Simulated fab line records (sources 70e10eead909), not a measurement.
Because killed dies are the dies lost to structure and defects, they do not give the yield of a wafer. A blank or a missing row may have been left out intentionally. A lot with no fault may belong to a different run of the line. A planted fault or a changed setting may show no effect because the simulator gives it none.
Chamber matching || flow nand harc || rie diel-13 running NHARC_A_STAIRCASE_ETCH_292: 4 sister chambers
The step etches the open film in CF4/CHF3. 8 wafers are shown with their chamber, then 11 later ones without.

## WAFERS WITH THEIR CHAMBER
{"wafer": "L079.1", "chamber": 0, "drypump motor current A (A)": 5.3, "showerhead plenum p Torr (Torr)": 1.60}
{"wafer": "L079.2", "chamber": 1, "drypump motor current A (A)": 5.9, "showerhead plenum p Torr (Torr)": 1.67}
{"wafer": "L081.3", "chamber": 1, "drypump motor current A (A)": 5.9, "showerhead plenum p Torr (Torr)": 1.66}
{"wafer": "L081.6", "chamber": 0, "drypump motor current A (A)": 5.2, "showerhead plenum p Torr (Torr)": 1.60}
{"wafer": "L082.2", "chamber": 3, "drypump motor current A (A)": 5.9, "showerhead plenum p Torr (Torr)": 1.58}
{"wafer": "L082.4", "chamber": 2, "drypump motor current A (A)": 5.5, "showerhead plenum p Torr (Torr)": 1.58}
{"wafer": "L082.5", "chamber": 2, "drypump motor current A (A)": 5.5, "showerhead plenum p Torr (Torr)": 1.58}
{"wafer": "L084.3", "chamber": 3, "drypump motor current A (A)": 5.9, "showerhead plenum p Torr (Torr)": 1.58}

## WAFERS WITH NO CHAMBER GIVEN
{"wafer": "L084.5", "drypump motor current A (A)": 5.9, "showerhead plenum p Torr (Torr)": 1.58}
{"wafer": "L084.6", "drypump motor current A (A)": 5.3, "showerhead plenum p Torr (Torr)": 1.60}
{"wafer": "L092.1", "drypump motor current A (A)": 5.5, "showerhead plenum p Torr (Torr)": 1.57}
{"wafer": "L092.2", "drypump motor current A (A)": 5.3, "showerhead plenum p Torr (Torr)": 1.59}
{"wafer": "L092.5", "drypump motor current A (A)": 5.5, "showerhead plenum p Torr (Torr)": 1.57}
{"wafer": "L095.2", "drypump motor current A (A)": 5.3, "showerhead plenum p Torr (Torr)": 1.59}
{"wafer": "L095.4", "drypump motor current A (A)": 5.9, "showerhead plenum p Torr (Torr)": 1.65}
{"wafer": "L095.5", "drypump motor current A (A)": 5.5, "showerhead plenum p Torr (Torr)": 1.57}
{"wafer": "L097.2", "drypump motor current A (A)": 5.3, "showerhead plenum p Torr (Torr)": 1.59}
{"wafer": "L097.3", "drypump motor current A (A)": 5.9, "showerhead plenum p Torr (Torr)": 1.65}
{"wafer": "L097.6", "drypump motor current A (A)": 5.9, "showerhead plenum p Torr (Torr)": 1.57}

## THE CHAMBER EACH PASSED THROUGH
{"wafer": "L084.5", "from the rows above": 3, "in truth": 3}
{"wafer": "L084.6", "from the rows above": 0, "in truth": 0}
{"wafer": "L092.1", "from the rows above": 2, "in truth": 2}
{"wafer": "L092.2", "from the rows above": 0, "in truth": 0}
{"wafer": "L092.5", "from the rows above": 2, "in truth": 2}
{"wafer": "L095.2", "from the rows above": 0, "in truth": 0}
{"wafer": "L095.4", "from the rows above": 1, "in truth": 1}
{"wafer": "L095.5", "from the rows above": 2, "in truth": 2}
{"wafer": "L097.2", "from the rows above": 0, "in truth": 0}
{"wafer": "L097.3", "from the rows above": 1, "in truth": 1}
{"wafer": "L097.6", "from the rows above": 3, "in truth": 3}
Correctly placed: 11 of 11. Not placeable from these rows: 0. Number placed wrongly: 0.
How it was worked out, from the rows above alone: a wafer's distance from a chamber is the root of the sum, over the readings, of the square of ((its reading less the chamber's mean) divided by the reading's scatter). The wafer belongs to the nearest chamber; if the next one is less than 2 further off, it can't be placed. For every chamber, the mean is computed from those of its wafers that are shown. How the scatter is found: for the shown wafers, subtract from each reading the mean of its chamber, square and add these, divide the total by (wafers less chambers), then take the root.
